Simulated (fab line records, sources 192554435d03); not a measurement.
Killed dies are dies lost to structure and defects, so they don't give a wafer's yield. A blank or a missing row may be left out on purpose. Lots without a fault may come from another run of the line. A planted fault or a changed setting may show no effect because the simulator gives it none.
A struck lot beside a sound one | flow n5_finfet | 44 steps out of a route of 1938
Sound: wafers L822.3, L822.5, L822.6. Struck: wafer L832.6. (L832.1, L832.5 of the same lot were not struck and are left out.) The cause comes at the end.
At each step with rows: each side's tool, then ch and its chambers, then its first start. Under that, the readings that differ: sound wafers | struck wafers | difference of the means | sigmas: that difference in standard deviations of wafers without a fault.
alike: readings whose means differ by less than 2 such deviations, and words and numbers that are the same on both sides. not compared: withheld readings, readings that some wafer has no value for, bounds like >300 that may hide the same value, and numbers for which the record gives no deviation and whose values overlap.
The two part at a step that has a row with sigmas, a row that says differs or no value, or rows on one side only. Numbers that don't overlap but have no deviation are shown without sigmas and don't part them. A reading that every wafer of one side lacks parts them only if that side has two wafers or more.

first, 4 steps without rows for these wafers: N5_BEOL_M3_STRIP_36 (strips in N2/H2); N5_BEOL_M3_TRENCH_ETCH_37 (etches SiOC in C4F6/O2, target depth 55.555 nm, time 29.2 s); N5_BEOL_M3_ETCH_41 (etches SiCN in CH3F/O2, target depth 29.9 nm, time 52.5 s); N5_BEOL_M3_STRIP_97 (strips in N2/H2, time 10 s).
N5_BEOL_M3_OCD_MEAS_38:
  sound on ocd-02, day 8 09:28; struck on ocd-02, day 12 11:16
  alike: trench_depth_nm
then, 4 steps without rows for these wafers: N5_BEOL_M3_HM_STRIP_39 (strips TiN in peroxide tin strip, target depth 25 nm, time 158 s); N5_BEOL_M3_SRD_40 (time 30 s); N5_BEOL_M3_PRECLEAN_42 (cleans in residue remover, time 60 s); N5_BEOL_M3_SRD_43 (time 30 s).
N5_BEOL_M3_CD_MEAS_35: target cd 18 nm, target cd y 21 nm.
  sound on cd_sem-03, day 8 09:37; struck on cd_sem-03, day 12 11:25
  alike: cd_nm
N5_BEOL_M3_DEGAS_44: time 60 s.
  sound on pvd_sputter-03, day 8 09:53; struck on pvd_sputter-01, day 12 11:34
  alike: heater_power_w
then, 1 step without rows for these wafers: N5_BEOL_M3_PRE_CLEAN_45 (time 30 s).
N5_BEOL_M3_ALD_84: deposits TaN, pulse time 2 s, purge time 3 s, co reactant purge time 2 s.
  sound on ald_metal-04 ch 0,2,3, day 8 10:03; struck on ald_metal-04 ch 1, day 12 11:40
  reading            | sound       | struck | difference | sigmas
  ald_cycles         | 30 30 30    | 34     | +4         |
  heater_power_w (W) | 335 416 382 | 515    | +137       | +2
  not compared: since_wet_clean_h
then, 4 steps without rows for these wafers: N5_BEOL_M3_SURFACE_TREAT_85; N5_BEOL_M3_CVD_47 (deposits Co from CCTBA/H2, target thk 3 nm, time 223.8 s); N5_BEOL_M3_SPUTTER_48 (material Cu, target thk 4.5 nm, time 8.29 s); N5_BEOL_M3_ANNEAL_49 (time 240 s).
N5_BEOL_M3_SPUTTER_79: material Cu, target thk 4.5 nm, time 8.29 s.
  sound on pvd_sputter-03, day 8 10:47; struck on pvd_sputter-03, day 12 12:32
  alike: throttle_valve_pct
then, 2 steps without rows for these wafers: N5_BEOL_M3_ANNEAL_80 (time 240 s); N5_BEOL_M3_SPUTTER_81 (material Cu, target thk 4.5 nm, time 8.29 s).
N5_BEOL_M3_ANNEAL_82: time 240 s.
  sound on pvd_sputter-03, day 8 11:05; struck on pvd_sputter-03, day 12 12:50
  alike: heater_power_w
then, 5 steps without rows for these wafers: N5_BEOL_M3_SPUTTER_86 (material Cu, target thk 4.5 nm, time 8.29 s); N5_BEOL_M3_ANNEAL_87 (time 240 s); N5_BEOL_M3_SPUTTER_88 (material Cu, target thk 4.5 nm, time 8.29 s); N5_BEOL_M3_ANNEAL_89 (time 240 s); N5_BEOL_M3_SPUTTER_90 (material Cu, target thk 4.5 nm, time 8.29 s).
N5_BEOL_M3_ANNEAL_91: time 240 s.
  sound on pvd_sputter-03, day 8 11:45; struck on pvd_sputter-03, day 12 13:30
  alike: heater_power_w
then, 4 steps without rows for these wafers: N5_BEOL_M3_SPUTTER_92 (material Cu, target thk 4.5 nm, time 8.29 s); N5_BEOL_M3_ANNEAL_93 (time 240 s); N5_BEOL_M3_SPUTTER_94 (material Cu, target thk 4.5 nm, time 8.29 s); N5_BEOL_M3_ANNEAL_95 (time 240 s).
N5_BEOL_M3_SPUTTER_96: material Cu, target thk 4.5 nm, time 8.29 s.
  sound on pvd_sputter-03, day 8 12:20; struck on pvd_sputter-03, day 12 14:05
  alike: throttle_valve_pct
then, 3 steps without rows for these wafers: N5_BEOL_M3_ECD_50 (material Cu, target thk 300 nm); N5_BEOL_M3_ANNEAL_51 (time 90 s); N5_BEOL_M3_CMP_52 (polishes, stops on SiOC, t overpolish 6.8 s, target thk 40 nm).
N5_BEOL_M3_THK_MEAS_53: measures by xrf.
  sound on film_metro-02, day 8 13:07; struck on film_metro-02, day 12 14:52
  alike: M3_THK
then, 4 steps without rows for these wafers: N5_BEOL_M3_PRE_CLEAN_60 (time 15 s); N5_BEOL_M3_CO_CAP_55 (material Co, precursor CCTBA/H2, target thk 2 nm, time 102.1 s); N5_BEOL_M3_PRE_CLEAN_56 (time 15 s); N5_BEOL_M3_DEP_57 (deposits SiCN from 3MS/NH3, target thk 8 nm, time 14 s).
N5_BEOL_M3_RS_MEAS_58: measures by four-point-probe.
  sound on film_metro-01, day 8 13:23; struck on film_metro-01, day 12 15:08
  alike: M3_RS
N5_BEOL_M3_INSPECT_59: inspects for defects (darkfield).
  sound on defect_inspect-01, day 8 13:24; struck on defect_inspect-01, day 12 15:10
  reading          | sound      | struck | difference | sigmas
  raw_defect_count | 131 135 99 | 56     | -66        | -3
N5_BEOL_M4_RC_MEAS_101:
  sound on prober-02 ch 0, day 9 04:32; struck on prober-02 ch 0, day 13 02:02
  reading                      | sound       | struck | difference | sigmas
  CHAIN_V2 (ohm/link)          | 221 227 215 | 258    | +37        | +5
  CHAIN_V2_max_site (ohm/link) | 225 239 226 | 265    | +35        | +5
  alike: DIBL_N, DIBL_P, IOFF_N, IOFF_P, ION_N, ION_P, SS_N, SS_P, VT_N, VT_P
-- the record jumps here: 4 days lie between the struck wafers' starts before and after (it left off in module BEOL_M4 and takes up again in module PASSIVATION, whose first step shown is number 1936 of the route) --
N5_PASSIVATION_PROBE_49:
  the record has rows for the struck wafers here (prober-01, day 17 06:10) and none for the sound ones

WHERE THEY PART
First at N5_BEOL_M3_ALD_84; last, within this record, at N5_PASSIVATION_PROBE_49.

WHY: what the simulator had put in
Process parameter drift: ald_metal-04, from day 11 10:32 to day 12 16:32, at N5_BEOL_M3_ALD_84. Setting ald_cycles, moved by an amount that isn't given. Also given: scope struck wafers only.
